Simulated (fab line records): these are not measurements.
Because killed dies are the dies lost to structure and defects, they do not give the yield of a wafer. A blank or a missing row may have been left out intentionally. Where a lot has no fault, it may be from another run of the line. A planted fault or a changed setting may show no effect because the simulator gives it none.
Matching of chambers ; flow n5_finfet ; N5_DUMMY_GATE_ALD_02 on ald_sin-02: 4 sister chambers
The step deposits SiO2, target thk 2 nm, pulse time 1 s. 8 wafers are shown with their chamber, then 11 later ones without.

== WAFERS PAIRED WITH THEIR CHAMBERS ==
wafer;chamber;heater_power_w (W);susceptor_temp_C (C)
L086.1;0;450;299.57
L086.3;2;411;299.97
L087.4;2;399;300.24
L087.5;3;431;300.32
L088.1;3;426;299.92
L088.3;1;421;299.71
L088.4;0;443;300.05
L090.1;1;417;300.19

== WAFERS WITH NO CHAMBER GIVEN ==
wafer;heater_power_w (W);susceptor_temp_C (C)
L090.3;403;300.08
L090.5;426;299.89
L091.3;410;299.94
L091.5;406;300.26
L091.6;415;299.79
L092.1;414;299.92
L092.2;435;300.00
L092.3;414;300.18
L097.1;431;299.67
L097.3;407;299.73
L097.6;442;300.08

== WHICH CHAMBER EACH ONE RAN IN ==
wafer;from the rows above;in truth
L090.3;2;2
L090.5;can't be placed: 3 or 1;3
L091.3;can't be placed: 2 or 1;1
L091.5;2;2
L091.6;can't be placed: 1 or 2 or 3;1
L092.1;can't be placed: 1 or 2 or 3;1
L092.2;can't be placed: 3 or 0 or 1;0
L092.3;can't be placed: 1 or 2 or 3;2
L097.1;can't be placed: 3 or 1 or 0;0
L097.3;can't be placed: 2 or 1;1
L097.6;can't be placed: 0 or 3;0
Placed correctly: 2 of 11. Unplaceable from these rows: 9, with the true chamber sitting among the candidates in 9. Number placed wrongly: 0.
How it was worked out, from the rows above alone: a wafer's distance from a chamber is the root of the sum, over the readings, of the square of ((its reading less the chamber's mean) divided by the reading's scatter). The wafer belongs to the nearest chamber; if the next one is less than 2 further off, it can't be placed. Each chamber's mean is taken over the wafers shown for it. The scatter is the square root of a quotient: the sum, over the shown wafers, of each reading's squared deviation from its chamber's mean, divided by wafers minus chambers.
